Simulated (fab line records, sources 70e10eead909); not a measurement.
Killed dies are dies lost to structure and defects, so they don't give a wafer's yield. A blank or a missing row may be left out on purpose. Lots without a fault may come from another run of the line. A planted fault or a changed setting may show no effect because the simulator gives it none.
fab line records | flow nand_harc
record lots=10 wafers=30 last_day=33
route steps=1302 shown A_BLC@1122 A_M0@1144 END@1302
lots that met no fault: from a run of the same line without faults
start_h: hours from the record's first day to the start of the lot's first wafer shown | wait_h: hours since the lot's step before | " the same as in the row above | L1.1+2: a row that stands for several wafers | - no value, or no start given | * or withheld: withheld | < > ~ a bound
route shown NAME@n: a module of which the file shows steps, and the number in the route of the first | usual: mean/standard deviation of fault-free wafers | same: alike in all rows | chamber/n: place in a boat | sites: the reading at each site | _std_site: their standard deviation | _edge_site: outer sites' mean less inner sites' | radius_mm: how far each site lies from the wafer's centre | mask NAME#n: copy n | behind: the tool/chamber that last shaped the wafer | hold: why the lot was held/for how many hours/how that ended | device: the transistor (n, p or np) that didn't switch | end of line: the same wafers' tests at the end of the route | a step without rows: its recipe alone | killed: dies lost to structure and defects at the first sort, not the wafer's yield | map: a wafer's dies, x killed, . not, _ none there
set.NAME: the setting as run; set.NAME@STEP: as run at that earlier step | model.NAME: the simulator's own value behind a step, which no gauge read
steps of the route over a sample of lots; a table a step, a row a wafer
services: from which hour (start_h, from the record's first day; less than 0 if before it) a tool's chamber was out of use, for how many hours, and why
## steps
# step NHARC_A_BLC_ETCH_17
# recipe target_depth_a=3900 over_etch_frac=0.25 time_s=609.38 ion_energy_ev=200 n2_flow_sccm=150 h2_flow_sccm=150 ar_flow_sccm=0 rf_w=400 bias_w=150 chemistry=N2/H2
# usual drypump_motor_current_A=5.9/0.41 oes_product_au=0.999/0.0084 rf_fwd_power_W=399.5/1.1 rf_vpp_V=430.8/2.1 showerhead_plenum_p_Torr=2.05/0.075 throttle_valve_pct=14.172/0.0096
# same time_s=609.38
# columns lot.wafer tool chamber start_h wait_h drypump_motor_current_A oes_product_au rf_fwd_power_W rf_hours_counter_h rf_vpp_V showerhead_plenum_p_Torr throttle_valve_pct
L645.2 rie_diel-10 3 - - 6.2 0.990 399.0 8 432.7 2.09 14.159
L645.4 " 2 " " 6.0 1.001 400.7 9 428.3 1.97 14.174
L645.5 " 0 " " 5.9 1.001 399.1 - 428.0 1.97 14.185
L651.1 rie_diel-13 1 - - 5.1 0.999 400.1 3 434.3 2.17 14.196
L651.4 " 0 " " 6.7 0.994 401.2 2 428.9 1.95 14.178
L651.6 " 1 " " 5.1 0.994 401.0 - 434.5 2.17 14.169
L653.4 rie_diel-12 3 - - 5.7 0.985 399.8 44 432.7 2.06 14.181
L653.1 " 1 " " 5.8 1.008 400.6 51 431.5 2.14 14.158
L653.5 " 3 " " 5.6 1.003 398.5 - 430.8 2.06 14.187
L655.1 rie_diel-10 2 - - 6.0 1.011 400.0 3 428.7 1.97 14.166
L655.4 " 0 " " 5.9 1.008 399.1 3 427.3 1.97 14.174
L655.6 " 2 " " 6.0 1.006 399.4 - 428.5 1.97 14.188
L657.4 rie_diel-13 1 - - 5.1 1.003 397.7 7 432.7 2.17 14.180
L657.1 " 3 " " 6.2 0.993 399.8 6 432.3 2.08 14.159
L657.5 " 1 " " 5.1 0.990 398.3 - 434.7 2.16 14.180
L659.1 rie_diel-10 3 689.24 0.1 6.2 0.991 398.9 5 431.4 2.09 14.175
L659.2 " 1 " " 5.4 0.982 400.4 6 431.9 2.07 14.176
L659.4 " 1 " " 5.4 0.988 400.4 - 430.2 2.07 14.175
L660.2 rie_diel-10 3 - - 6.2 0.999 399.1 5 432.6 2.09 14.177
L660.3 " 0 " " 5.9 1.006 401.0 5 429.7 1.97 14.168
L660.5 " 3 " " 6.2 1.001 398.0 - 432.0 2.09 14.155
L658.4 rie_diel-12 1 - - 5.8 0.994 400.3 21 432.7 2.13 14.168
L658.1 " 0 " " 6.3 1.010 399.1 22 434.7 2.18 14.172
L658.6 " 1 " " 5.7 0.989 400.6 - 434.2 2.13 14.168
L664.2 rie_diel-10 2 - - 6.1 1.016 401.5 9 428.3 1.97 14.176
L664.3 " 3 " " 6.2 0.998 400.0 9 431.5 2.09 14.171
L664.5 " 3 " " 6.2 0.998 399.7 - 432.0 2.09 14.168
L667.2 rie_diel-13 2 - - 5.3 1.012 399.1 3 428.9 1.97 14.164
L667.4 " 3 " " 6.3 0.983 400.6 3 430.9 2.08 14.179
L667.1 " 1 " " 5.1 0.990 401.1 3 432.0 2.16 14.166
# step NHARC_A_BLC_CVD_24
# recipe target_thk_a=1500 temp_c=300 pressure_torr=40 wf6_flow_sccm=40 h2_flow_sccm=1600 ar_flow_sccm=1560 time_s=434 material=W
# usual heater_power_w=465/51 throttle_valve_pct=7.85/0.29
# same time_s=434
# columns lot.wafer tool chamber start_h wait_h heater_power_w throttle_valve_pct
L645.2 cvd_w-01 1 - - 537 7.72
L645.4 " 1 " " 500 7.73
L645.5 " 1 " " 541 7.97
L651.1 cvd_w-02 0 - - 486 7.99
L651.4 " 0 " " 482 8.15
L651.6 " 0 " " 477 8.17
L653.1 cvd_w-01 1 - - 511 7.77
L653.4 " 0 " " 387 7.59
L653.5 " 0 " " 387 7.71
L655.1 cvd_w-01 0 - - 396 7.36
L655.4 " 1 " " 515 7.25
L655.6 " 1 " " 515 7.51
L657.1 cvd_w-01 0 - - 384 7.59
L657.4 " 0 " " 383 7.51
L657.5 " 0 " " 389 7.70
L659.1 cvd_w-02 0 - - 476 8.07
L659.2 " 1 " " 475 8.16
L659.4 " 1 " " 484 8.29
L660.2 cvd_w-02 1 - - 474 8.40
L660.3 " 0 " " 468 8.14
L660.5 " 1 " " 490 8.23
L658.1 cvd_w-01 0 - - 392 7.94
L658.4 " 1 " " 529 7.73
L658.6 " 1 " " 518 7.48
L664.2 cvd_w-02 0 - - 469 7.89
L664.3 " 0 " " 476 8.21
L664.5 " 1 " " 484 8.33
L667.2 cvd_w-01 0 - - 384 7.49
L667.1 " 1 " " 540 7.77
L667.4 " 1 " " 541 7.45
# step NHARC_A_M0_EXPOSE_06
# recipe na=1.35 target_cd_nm=80 dose_mj=83.25 mask_id=A_M0
# usual exposure_dose_mJ_cm2=83.25/0.083 stage_vel_mm_s=499.95/0.26
# columns lot.wafer tool chamber start_h wait_h mask exposure_dose_mJ_cm2 stage_vel_mm_s
L645.2 arfi_scanner-02 0 530.91 - A_M0#0 83.26 500.15
L645.4 " 0 " " A_M0#0 83.21 500.23
L645.5 " 0 " " A_M0#0 83.33 499.87
L651.1 arfi_scanner-02 0 583.98 - A_M0#0 83.28 499.81
L651.4 " 0 " " A_M0#0 83.28 499.32
L651.6 " 0 " " A_M0#0 83.33 500.00
L653.1 arfi_scanner-03 0 612.05 - A_M0#0 76.75 499.55
L653.4 " 0 " " A_M0#0 76.65 499.36
L653.5 " 0 " " A_M0#0 76.79 499.86
L655.1 arfi_scanner-03 0 645.56 - A_M0#0 77.99 500.07
L655.4 " 0 " " A_M0#0 78.09 500.65
L655.6 " 0 " " A_M0#0 78.01 500.19
L657.1 arfi_scanner-03 0 656.14 - A_M0#0 78.96 500.06
L657.4 " 0 " " A_M0#0 79.10 500.00
L657.5 " 0 " " A_M0#0 79.07 500.02
L659.1 arfi_scanner-02 0 693.28 - A_M0#0 83.16 500.01
L659.2 " 0 " " A_M0#0 83.30 499.85
L659.4 " 0 " " A_M0#0 83.34 499.90
L660.2 arfi_scanner-02 0 695.29 - A_M0#0 83.19 499.94
L660.3 " 0 " " A_M0#0 83.27 500.12
L660.5 " 0 " " A_M0#0 83.34 499.80
L658.1 arfi_scanner-01 0 700.09 - A_M0#0 83.32 500.03
L658.4 " 0 " " A_M0#0 83.30 499.86
L658.6 " 0 " " A_M0#0 83.22 499.95
L664.2 arfi_scanner-02 0 726.45 - A_M0#0 83.18 499.83
L664.3 " 0 " " A_M0#0 83.23 499.80
L664.5 " 0 " " A_M0#0 83.27 499.78
L667.1 arfi_scanner-01 0 749.86 - A_M0#0 83.27 499.76
L667.2 " 0 " " A_M0#0 83.31 499.33
L667.4 " 0 " " A_M0#0 83.32 499.57
# step NHARC_A_M0_CD_MEAS_09
# recipe target_cd_nm=80 landing_energy_ev=500
# usual cd_nm=79.7/0.71
# columns lot.wafer tool chamber start_h wait_h hold cd_nm
L645.2 cd_sem-02 0 531.05 - - 80.1
L645.4 " 0 " " - 80.6
L645.5 " 0 " " - 80.4
L651.1 cd_sem-01 0 584.12 - - 80.0
L651.4 " 0 " " - 79.9
L651.6 " 0 " " - 80.3
L653.1 cd_sem-03 0 612.19 - await_dispo/0.2h/release 74.1
L653.4 " 0 " " await_dispo/0.2h/release 74.7
L653.5 " 0 " " await_dispo/0.2h/release 74.1
L653.1 cd_sem-03 0 - - - 74.1
L653.4 " 0 " " - 74.6
L653.5 " 0 " " - 74.1
L655.1 cd_sem-01 0 645.70 - await_dispo/0.2h/release 75.6
L655.4 " 0 " " await_dispo/0.2h/release 75.6
L655.6 " 0 " " await_dispo/0.2h/release 75.0
L655.1 cd_sem-01 0 - - - 75.4
L655.4 " 0 " " - 75.2
L655.6 " 0 " " - 75.3
L657.1 cd_sem-01 0 656.28 - await_dispo/0.2h/release 76.3
L657.4 " 0 " " await_dispo/0.2h/release 75.6
L657.5 " 0 " " await_dispo/0.2h/release 76.2
L657.1 cd_sem-01 0 - - - 76.3
L657.4 " 0 " " - 75.2
L657.5 " 0 " " - 76.3
L659.1 cd_sem-03 0 693.42 - - 79.8
L659.2 " 0 " " - 79.6
L659.4 " 0 " " - 80.0
L660.2 cd_sem-03 0 695.43 - - 78.1
L660.3 " 0 " " - 78.8
L660.5 " 0 " " - 79.4
L658.1 cd_sem-02 0 700.24 - - 80.5
L658.4 " 0 " " - 79.8
L658.6 " 0 " " - 80.0
L664.2 cd_sem-03 0 726.59 - - 78.8
L664.3 " 0 " " - 79.8
L664.5 " 0 " " - 80.3
L667.1 cd_sem-02 0 750.00 - - 79.0
L667.2 " 0 " " - 79.6
L667.4 " 0 " " - 79.5
# step NHARC_A_M0_ETCH_34
# recipe target_depth_a=400 overetch_a=120 time_s=43.94 ion_energy_ev=200 n2_flow_sccm=150 h2_flow_sccm=150 ar_flow_sccm=0 rf_w=400 bias_w=150 chemistry=N2/H2
# usual drypump_motor_current_A=5.7/0.49 oes_product_au=1.000/0.01 rf_fwd_power_W=394.1/2.1 rf_vpp_V=430.5/2.1 showerhead_plenum_p_Torr=2.04/0.071 throttle_valve_pct=14.171/0.01
# same time_s=43.94
# columns lot.wafer tool chamber start_h wait_h drypump_motor_current_A oes_product_au rf_fwd_power_W rf_hours_counter_h rf_vpp_V showerhead_plenum_p_Torr throttle_valve_pct
L645.2 rie_diel-09 2 531.32 0.1 6.1 1.006 397.6 2.1 431.5 2.09 14.161
L645.4 " 3 " " 5.8 1.017 392.0 1.7 430.1 2.02 14.173
L645.5 " 3 " " 5.8 1.016 392.9 - 429.5 2.02 14.180
L651.1 rie_diel-09 0 584.41 0.1 5.9 1.001 393.4 4.3 432.8 2.15 14.165
L651.4 " 1 " " 5.3 1.006 391.1 - 429.1 2.00 14.167
L651.6 " 2 " " 6.1 0.995 394.7 - 432.4 2.09 14.166
L653.4 rie_diel-05 2 619.22 0.1 5.2 1.010 395.5 1.0 429.3 1.97 14.173
L653.1 " 3 " " 5.7 1.002 395.7 1.3 430.5 2.03 14.197
L653.5 " 1 " " 6.5 1.015 396.8 - 427.4 1.91 14.178
L655.4 rie_diel-11 3 650.71 0.1 4.8 0.985 395.9 2.5 430.0 1.98 14.182
L655.1 " 0 " " 6.2 1.008 394.3 2.5 431.9 2.11 14.177
L655.6 " 3 " " 4.8 0.980 394.4 - 428.3 1.98 14.167
L657.4 rie_diel-11 3 659.47 0.1 4.8 0.979 394.4 2.6 428.7 1.98 14.172
L657.1 " 0 " " 6.2 1.021 395.3 2.6 432.2 2.11 14.180
L657.5 " 3 " " 4.7 0.991 393.9 - 428.6 1.98 14.179
L659.1 rie_diel-09 1 693.69 0.1 5.3 0.990 391.8 0.4 430.4 1.99 14.180
L659.4 " 2 " " 6.1 0.989 395.3 0.3 430.8 2.08 14.162
L659.2 " 0 " " 5.9 0.990 393.5 0.4 433.2 2.14 14.184
L660.3 rie_diel-05 1 695.70 0.1 6.5 1.001 397.0 4.8 426.7 1.91 14.166
L660.2 " 0 " " 5.0 0.982 394.4 5.5 431.0 2.05 14.156
L660.5 " 2 " " 5.3 1.009 394.4 - 428.5 1.97 14.175
L658.1 rie_diel-11 3 700.51 0.1 4.7 0.985 395.6 4.6 428.9 1.98 14.170
L658.4 " 1 " " 6.0 0.996 394.4 3.2 433.5 2.14 14.160
L658.6 " 3 " " 4.8 0.998 396.2 - 430.6 1.98 14.166
L664.3 rie_diel-09 2 726.86 0.1 6.1 1.008 396.3 1.2 430.9 2.08 14.173
L664.2 " 0 " " 5.9 0.999 393.8 2.1 434.2 2.14 14.169
L664.5 " 2 " " 6.1 0.998 395.5 - 431.0 2.08 14.172
L667.1 rie_diel-05 2 750.27 0.1 5.3 1.010 395.4 9.2 429.3 1.97 14.169
L667.4 " 3 " " 5.7 1.018 396.0 9.8 430.4 2.03 14.174
L667.2 " 0 " " 5.0 0.991 393.1 7.0 431.0 2.05 14.159
# step NHARC_END_SORT_01
# recipe temp_c=25
# usual defect_limited_yield=91/3.2 killed_at_array=53/21 killed_at_other=0.8/1.1 killed_at_periphery=4.2/2.7 killed_dies=58/22 killed_open=3.4/1.9 killed_short=2.5/1.6 sort_bin_2_pct=3.1/1.4 sort_bin_3_pct=0.6/0.43 sort_bin_4_pct=4.9/1.7 sort_n_pass=619/22 sort_rim_yield_pct=96.9/1.8 sort_yield_pct=91/3.2
# same gross_dies=677 sort_bin_5_pct[%]=0 sort_bin_6_pct[%]=0 sort_bin_7_pct[%]=0 sort_bin_8_pct[%]=0 sort_rim_n_gross=106.00
# columns lot.wafer tool chamber start_h wait_h defect_limited_yield[%] killed_at_array killed_at_other killed_at_periphery killed_dies killed_open killed_short sort_bin_2_pct[%] sort_bin_3_pct[%] sort_bin_4_pct[%] sort_n_pass sort_rim_yield_pct[%] sort_yield_pct[%]
L645.2 prober-02 0 572.06 2.8 95 28 0 3 31 2 3 1.3 0.1 3.1 646 98.1 95
L645.4 prober-02 0 573.66 3.4 96 25 0 2 27 4 2 1.2 0.3 2.5 650 95.3 96
L645.5 prober-02 0 574.46 3.7 96 25 1 1 27 2 3 1.0 0.3 2.7 650 95.3 96
L651.1 prober-02 0 621.13 2.5 87 82 1 2 85 6 6 4.6 0.1 7.8 592 98.1 87
L651.4 prober-02 0 623.49 3.4 88 83 0 1 84 3 6 3.8 1.3 7.2 593 96.2 88
L651.6 prober-02 0 625.07 3.9 87 81 0 6 87 6 8 4.7 1.0 7.1 590 94.3 87
L653.1 prober-02 0 659.83 2.5 88 71 5 7 83 4 2 4.6 1.3 6.4 594 94.3 88
L653.4 prober-02 0 662.24 3.4 87 85 3 1 89 4 2 4.0 1.6 7.5 588 97.2 87
L653.5 prober-02 0 663.05 3.7 88 75 0 4 79 4 1 3.8 1.0 6.8 598 97.2 88
L655.1 prober-01 0 700.26 2.5 97 14 1 4 19 4 0 0.7 0 2.1 658 98.1 97
L655.4 prober-01 0 702.65 3.4 97 19 0 4 23 2 1 1.2 0 2.2 654 97.2 97
L655.6 prober-01 0 704.23 4.0 97 20 1 0 21 3 0 0.7 0.4 1.9 656 99.1 97
L657.1 prober-01 0 718.35 2.5 91 55 1 8 64 4 4 3.8 0.3 5.3 613 96.2 91
L657.4 prober-01 0 720.75 3.4 92 53 0 3 56 2 1 3.7 0.6 4.0 621 97.2 92
L657.5 prober-01 0 721.55 3.7 92 54 0 3 57 3 2 3.0 0.9 4.6 620 96.2 92
L659.1 prober-02 0 732.30 2.5 93 47 2 0 49 1 1 2.5 0.7 4.0 628 96.2 93
L659.2 prober-02 0 733.11 2.8 94 38 1 0 39 2 3 3.2 0.1 2.4 638 97.2 94
L659.4 prober-02 0 734.73 3.4 93 46 0 0 46 2 4 2.2 0.4 4.1 631 96.2 93
L660.2 prober-01 0 733.12 2.8 92 51 0 6 57 4 2 4.0 0.9 3.5 620 97.2 92
L660.3 prober-01 0 733.90 3.1 89 71 1 4 76 1 2 4.6 1.5 5.2 601 96.2 89
L660.5 prober-01 0 735.47 3.6 89 71 0 2 73 3 3 4.6 0.4 5.8 604 99.1 89
L658.1 prober-01 0 740.04 2.5 95 30 0 2 32 2 0 1.9 0 2.8 645 100.0 95
L658.4 prober-01 0 742.46 3.4 96 19 1 4 24 3 0 1.3 0 2.2 653 98.1 96
L658.6 prober-01 0 744.07 4.0 95 32 0 5 37 2 3 1.3 0.3 3.8 640 99.1 95
L664.2 prober-01 0 774.64 2.8 95 31 1 3 35 3 3 1.6 0.4 3.1 642 96.2 95
L664.3 prober-01 0 775.45 3.1 94 37 0 4 41 2 2 2.4 0.4 3.2 636 98.1 94
L664.5 prober-01 0 777.07 3.7 93 41 0 7 48 4 1 1.8 0.3 5.0 629 96.2 93
L667.1 prober-02 0 789.04 2.5 87 82 0 3 85 4 0 5.5 0.9 6.2 592 97.2 87
L667.2 prober-02 0 789.84 2.8 88 76 0 3 79 3 3 3.8 0.4 7.4 598 98.1 88
L667.4 prober-02 0 791.43 3.4 91 61 0 0 61 3 1 2.7 0.7 5.6 616 96.2 91
# killed by level:class
L645.2 A_CHANNEL_HOLE_D2:chamber_film_flake=9 A_CONTACT:chamber_film_flake=4 A_BLC:chamber_film_flake=4 A_SGD_CUT:chamber_film_flake=3 P_CONTACT:chamber_film_flake=2 A_ONON_D1:geometric_particle:open=1 A_CHANNEL_HOLE_D1:geometric_particle:short=1 A_CHANNEL_FILL_D1:geometric_particle:short=1
L645.4 A_CHANNEL_HOLE_D2:chamber_film_flake=6 A_SGD_CUT:chamber_film_flake=5 A_CONTACT:chamber_film_flake=5 A_BLC:chamber_film_flake=4 P_M0:geometric_particle:open=2 A_ONON_D2:geometric_particle:short=1 A_CHANNEL_HOLE_D2:geometric_particle:short=1 A_CHANNEL_FILL_D2:geometric_particle:open=1
L645.5 A_CHANNEL_HOLE_D2:chamber_film_flake=7 A_STAIRCASE:chamber_film_flake=3 A_CONTACT:chamber_film_flake=3 A_CHANNEL_FILL_D2:geometric_particle:short=2 A_CHANNEL_HOLE_D1:chamber_film_flake=2 A_ONON_D1:geometric_particle:open=1 A_WL_FILL:geometric_particle:short=1 A_WL_FILL:geometric_particle:open=1
L651.1 A_CHANNEL_HOLE_D1:chamber_film_flake=33 A_CHANNEL_HOLE_D2:chamber_film_flake=18 A_STAIRCASE:chamber_film_flake=12 A_CONTACT:chamber_film_flake=9 P_M0:geometric_particle:open=2 A_DECK1_JOINT:geometric_particle:open=2 A_ONON_D2:geometric_particle:short=2 A_ONON_D1:geometric_particle:short=1
L651.4 A_CHANNEL_HOLE_D1:chamber_film_flake=30 A_CHANNEL_HOLE_D2:chamber_film_flake=28 A_STAIRCASE:chamber_film_flake=8 A_CONTACT:chamber_film_flake=6 A_SGD_CUT:geometric_particle:short=2 A_CHANNEL_FILL_D2:chamber_film_flake=2 P_CONTACT:geometric_particle:open=1 A_CHANNEL_FILL_D1:geometric_particle:short=1
L651.6 A_CHANNEL_HOLE_D2:chamber_film_flake=31 A_CHANNEL_HOLE_D1:chamber_film_flake=28 A_CONTACT:chamber_film_flake=7 A_STAIRCASE:chamber_film_flake=5 P_M1:geometric_particle:open=2 A_CHANNEL_FILL_D2:geometric_particle:short=2 P_STI:geometric_particle:short=1 P_CONTACT:geometric_particle:open=1
L653.1 A_CHANNEL_HOLE_D1:chamber_film_flake=27 A_SLIT:chamber_film_flake=22 A_CHANNEL_HOLE_D2:chamber_film_flake=15 P_BONDPAD:chamber_film_flake=4 THIN_TSV:chamber_film_flake=4 P_CONTACT:geometric_particle:open=1 P_M0:geometric_particle:open=1 P_M2:geometric_particle:short=1
L653.4 A_CHANNEL_HOLE_D1:chamber_film_flake=31 A_SLIT:chamber_film_flake=28 A_CHANNEL_HOLE_D2:chamber_film_flake=9 THIN_TSV:chamber_film_flake=3 A_ONON_D2:geometric_particle:open=2 A_CHANNEL_FILL_D2:chamber_film_flake=2 A_STAIRCASE:chamber_film_flake=2 A_SGD_CUT:chamber_film_flake=2
L653.5 A_CHANNEL_HOLE_D1:chamber_film_flake=28 A_SLIT:chamber_film_flake=25 A_CHANNEL_HOLE_D2:chamber_film_flake=11 A_CONTACT:chamber_film_flake=5 P_BONDPAD:chamber_film_flake=3 P_M0:geometric_particle:short=1 A_ONON_D1:geometric_particle:open=1 A_CHANNEL_FILL_D1:geometric_particle:open=1
L655.1 A_CHANNEL_HOLE_D1:chamber_film_flake=3 A_ZERO_WELL:chamber_film_flake=2 A_DECK1_JOINT:chamber_film_flake=2 A_SLIT:chamber_film_flake=2 P_GATE:geometric_particle:open=1 A_CHANNEL_FILL_D1:geometric_particle:open=1 A_DECK1_JOINT:geometric_particle:open=1 A_BLC:geometric_particle:open=1
L655.4 A_CHANNEL_HOLE_D1:chamber_film_flake=6 A_CHANNEL_FILL_D1:geometric_particle:open=2 P_STI:chamber_film_flake=2 A_CHANNEL_HOLE_D2:chamber_film_flake=2 A_SLIT:chamber_film_flake=2 A_WL_FILL:chamber_film_flake=2 A_CHANNEL_HOLE_D1:geometric_particle:short=1 P_ZERO_WELL:chamber_film_flake=1
L655.6 A_CHANNEL_HOLE_D1:chamber_film_flake=7 A_DECK1_JOINT:chamber_film_flake=4 A_WL_FILL:chamber_film_flake=4 A_CHANNEL_FILL_D1:geometric_particle:open=1 A_M0:geometric_particle:open=1 STARTING-WAFER:geometric_particle:open=1 A_ZERO_WELL:chamber_film_flake=1 A_STAIRCASE:chamber_film_flake=1
L657.1 A_CHANNEL_HOLE_D1:chamber_film_flake=34 A_CONTACT:chamber_film_flake=6 A_M1:chamber_film_flake=4 P_M1:chamber_film_flake=3 P_M0:geometric_particle:open=1 A_CHANNEL_HOLE_D1:geometric_particle:open=1 A_CHANNEL_FILL_D1:geometric_particle:short=1 A_DECK1_JOINT:geometric_particle:short=1
L657.4 A_CHANNEL_HOLE_D1:chamber_film_flake=33 A_CONTACT:chamber_film_flake=6 A_STAIRCASE:chamber_film_flake=5 A_WL_FILL:chamber_film_flake=3 P_M1:chamber_film_flake=2 A_ONON_D2:geometric_particle:short=1 A_CHANNEL_FILL_D2:geometric_particle:open=1 A_M0:geometric_particle:open=1
L657.5 A_CHANNEL_HOLE_D1:chamber_film_flake=40 A_SLIT:chamber_film_flake=3 P_ZERO_WELL:chamber_film_flake=2 A_STAIRCASE:chamber_film_flake=2 A_WL_FILL:chamber_film_flake=2 A_M1:chamber_film_flake=2 A_ONON_D1:geometric_particle:short=1 A_ONON_D2:geometric_particle:open=1
L659.1 A_CHANNEL_HOLE_D1:chamber_film_flake=34 A_SLIT:chamber_film_flake=2 A_CHANNEL_FILL_D2:chamber_film_flake=2 A_CONTACT:chamber_film_flake=2 A_M0:chamber_film_flake=2 THIN_TSV:chamber_film_flake=2 A_DECK1_JOINT:geometric_particle:open=1 A_CHANNEL_FILL_D2:geometric_particle:short=1
L659.2 A_CHANNEL_HOLE_D1:chamber_film_flake=24 A_SLIT:chamber_film_flake=2 A_CONTACT:chamber_film_flake=2 A_SOURCE_PLATE:geometric_particle:short=1 A_WL_FILL:geometric_particle:open=1 A_WL_FILL:geometric_particle:short=1 A_M0:geometric_particle:open=1 A_M0:geometric_particle:short=1
L660.2 A_SLIT:chamber_film_flake=25 A_CHANNEL_HOLE_D2:chamber_film_flake=16 A_CHANNEL_HOLE_D1:chamber_film_flake=4 P_ZERO_WELL:chamber_film_flake=3 A_WL_FILL:geometric_particle:short=2 P_GATE:geometric_particle:open=1 P_M0:geometric_particle:open=1 A_ONON_D1:geometric_particle:open=1
L660.3 A_SLIT:chamber_film_flake=35 A_CHANNEL_HOLE_D2:chamber_film_flake=18 A_CHANNEL_HOLE_D1:chamber_film_flake=9 A_WL_FILL:chamber_film_flake=4 A_CONTACT:chamber_film_flake=2 A_ONON_D1:geometric_particle:short=1 A_CHANNEL_FILL_D1:geometric_particle:open=1 A_M0:geometric_particle:short=1
L659.4 A_CHANNEL_HOLE_D1:chamber_film_flake=34 A_CHANNEL_HOLE_D1:geometric_particle:short=2 A_SLIT:chamber_film_flake=2 A_STAIRCASE:chamber_film_flake=2 A_ONON_D1:geometric_particle:open=1 A_DECK1_JOINT:geometric_particle:open=1 A_ONON_D2:geometric_particle:short=1 A_CHANNEL_HOLE_D2:geometric_particle:short=1
L660.5 A_SLIT:chamber_film_flake=32 A_CHANNEL_HOLE_D2:chamber_film_flake=24 A_CHANNEL_HOLE_D1:chamber_film_flake=6 A_M0:geometric_particle:short=2 A_WL_FILL:chamber_film_flake=2 P_M0:geometric_particle:open=1 A_CHANNEL_FILL_D1:geometric_particle:open=1 A_ONON_D2:geometric_particle:short=1
L658.1 A_CONTACT:chamber_film_flake=8 A_SGD_CUT:chamber_film_flake=6 A_SLIT:chamber_film_flake=6 A_CHANNEL_HOLE_D1:chamber_film_flake=5 A_WL_FILL:chamber_film_flake=2 P_CONTACT:geometric_particle:open=1 A_ONON_D1:geometric_particle:open=1 P_ZERO_WELL:chamber_film_flake=1
L658.4 A_CHANNEL_HOLE_D1:chamber_film_flake=5 A_SLIT:chamber_film_flake=4 A_CONTACT:chamber_film_flake=3 P_STI:chamber_film_flake=2 A_SGD_CUT:chamber_film_flake=2 A_CHANNEL_FILL_D2:geometric_particle:open=1 A_CONTACT:geometric_particle:open=1 A_M0:geometric_particle:open=1
L658.6 A_CHANNEL_HOLE_D1:chamber_film_flake=11 A_CONTACT:chamber_film_flake=8 A_SLIT:chamber_film_flake=4 A_ZERO_WELL:chamber_film_flake=3 A_SGD_CUT:chamber_film_flake=3 P_GATE:geometric_particle:short=1 P_GATE:geometric_particle:open=1 P_CONTACT:geometric_particle:short=1
L664.2 A_CHANNEL_HOLE_D1:chamber_film_flake=8 A_CONTACT:chamber_film_flake=5 A_SLIT:chamber_film_flake=4 A_CHANNEL_HOLE_D2:chamber_film_flake=3 A_WL_FILL:geometric_particle:short=2 P_GATE:chamber_film_flake=2 A_CHANNEL_FILL_D1:chamber_film_flake=2 A_STAIRCASE:chamber_film_flake=2
L664.3 A_CHANNEL_HOLE_D1:chamber_film_flake=15 A_SLIT:chamber_film_flake=8 A_CONTACT:chamber_film_flake=4 A_WL_FILL:chamber_film_flake=3 A_CHANNEL_HOLE_D2:chamber_film_flake=2 P_CONTACT:geometric_particle:open=1 P_M0:geometric_particle:open=1 A_CHANNEL_FILL_D1:geometric_particle:short=1
L664.5 A_CHANNEL_HOLE_D1:chamber_film_flake=14 A_SLIT:chamber_film_flake=9 A_CHANNEL_HOLE_D2:chamber_film_flake=5 A_WL_FILL:chamber_film_flake=4 A_CHANNEL_FILL_D1:chamber_film_flake=3 A_CONTACT:chamber_film_flake=3 P_ZERO_WELL:chamber_film_flake=2 P_CONTACT:chamber_film_flake=2
L667.1 A_CHANNEL_HOLE_D2:chamber_film_flake=30 A_CHANNEL_HOLE_D1:chamber_film_flake=17 A_SLIT:chamber_film_flake=13 A_CONTACT:chamber_film_flake=11 A_WL_FILL:chamber_film_flake=3 A_CHANNEL_FILL_D1:chamber_film_flake=2 A_CHANNEL_FILL_D2:chamber_film_flake=2 P_CONTACT:geometric_particle:open=1
L667.2 A_CHANNEL_HOLE_D2:chamber_film_flake=39 A_CHANNEL_HOLE_D1:chamber_film_flake=18 A_CONTACT:chamber_film_flake=8 A_SLIT:chamber_film_flake=4 A_CHANNEL_FILL_D1:chamber_film_flake=2 A_CHANNEL_FILL_D2:chamber_film_flake=2 P_GATE:geometric_particle:open=1 P_CONTACT:geometric_particle:open=1
L667.4 A_CHANNEL_HOLE_D2:chamber_film_flake=23 A_CHANNEL_HOLE_D1:chamber_film_flake=11 A_CONTACT:chamber_film_flake=10 A_SLIT:chamber_film_flake=8 A_CHANNEL_FILL_D2:chamber_film_flake=4 A_DECK1_JOINT:geometric_particle:open=1 A_STAIRCASE:geometric_particle:open=1 A_CONTACT:geometric_particle:open=1
## services
# columns tool chamber start_h hours kind
rie_diel-05 1 506.23 16.4 repair
rie_diel-10 1 515.02 2.5 repair
rie_diel-13 - 519.08 9.0 pm
rie_diel-05 3 526.69 4.7 repair
cvd_w-01 - 547.00 13.0 pm
rie_diel-05 1 547.75 3.1 repair
arfi_scanner-02 - 572.82 3.3 repair
rie_diel-09 3 580.02 9.2 repair
rie_diel-09 3 607.23 8.0 repair
rie_diel-09 1 622.14 5.5 repair
cvd_w-01 0 626.63 8.6 repair
cvd_w-02 - 631.41 13.0 pm
rie_diel-10 - 646.94 1.0 repair
arfi_scanner-02 - 656.00 4.0 pm
arfi_scanner-02 - 667.80 1.1 repair
cvd_w-02 0 668.40 4.1 repair
rie_diel-09 - 674.10 9.0 pm
rie_diel-10 0 683.58 6.6 repair
rie_diel-10 2 688.49 6.5 repair
rie_diel-10 1 701.33 9.6 repair
rie_diel-09 2 705.82 6.6 repair
rie_diel-10 1 716.64 3.2 repair
cvd_w-01 - 728.00 13.0 pm
rie_diel-10 - 743.63 2.6 repair
## key
first_sign step=NHARC_A_M0_EXPOSE_06 reading=exposure_dose_mJ_cm2 direction=down sigmas=64 usual=83.25 struck=77.94
effect step=NHARC_A_M0_CD_MEAS_09 reading=visit direction=added through=control_loop
effect step=NHARC_A_M0_CD_MEAS_09 reading=cd_nm direction=down sigmas=6.3 usual=79.7 struck=75.3 through=control_loop
met_at NHARC_A_M0_EXPOSE_06
struck_lots L653,L655,L657
loop_trim step=NHARC_A_M0_EXPOSE_06 setting=dose lots=L655,L657
not_acting_at NHARC_A_BLC_ETCH_17,NHARC_A_BLC_CVD_24,NHARC_A_M0_ETCH_34
fault kind=process_parameter_drift tool=arfi_scanner-03 chamber=- onset_h=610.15 steps=NHARC_A_M0_EXPOSE_06 channel=dose_mj offset=-6.5149 shape=step acts_in=these_recipes_only stated=83.25
# loop_trim: a control loop set the setting to another value than it would have without faults
